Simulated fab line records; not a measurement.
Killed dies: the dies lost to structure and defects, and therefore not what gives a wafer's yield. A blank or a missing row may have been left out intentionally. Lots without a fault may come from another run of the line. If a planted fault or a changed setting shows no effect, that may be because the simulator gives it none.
Matching of chambers / flow n5 finfet / N5_FIN_SAQP_SPACER1_ALD_24 on ald sin-01: 4 sister chambers
The step deposits SiO2, target thk 20.3 nm, pulse time 1 s, purge time 2 s. 4 wafers are shown with their chamber, then 7 later ones without.

## WAFERS, EACH WITH ITS CHAMBER
wafer=L135.2; chamber=3; heater power w (W)=373
wafer=L137.5; chamber=0; heater power w (W)=459
wafer=L149.1; chamber=2; heater power w (W)=480
wafer=L149.4; chamber=1; heater power w (W)=413

## WAFERS WHOSE CHAMBER IS MISSING
wafer=L149.5; heater power w (W)=488
wafer=L151.2; heater power w (W)=384
wafer=L151.3; heater power w (W)=465
wafer=L151.5; heater power w (W)=460
wafer=L152.1; heater power w (W)=399
wafer=L152.2; heater power w (W)=476
wafer=L152.3; heater power w (W)=455

## THE CHAMBER EACH PASSED THROUGH
wafer=L149.5; from the rows above=2; in truth=2
wafer=L151.2; from the rows above=3; in truth=3
wafer=L151.3; from the rows above=can't be placed: 0 or 2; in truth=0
wafer=L151.5; from the rows above=0; in truth=0
wafer=L152.1; from the rows above=can't be placed: 1 or 3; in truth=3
wafer=L152.2; from the rows above=can't be placed: 2 or 0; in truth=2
wafer=L152.3; from the rows above=0; in truth=0
Correctly placed: 4 of 7. These rows do not allow placing 3 (true chamber among the candidates in 3). Placed wrongly: 0.
How it was worked out, from the rows above alone: a wafer's distance from a chamber is the root of the sum, over the readings, of the square of ((its reading less the chamber's mean) divided by the reading's scatter). If the next closest chamber is less than 2 further off than the closest, the wafer can't be placed; otherwise it belongs to the closest. For every chamber, the mean is computed from those of its wafers that are shown. The scatter (one wafer shown for each chamber): square how far every hidden wafer sits from the nearest shown wafer, average those squares and take the square root.
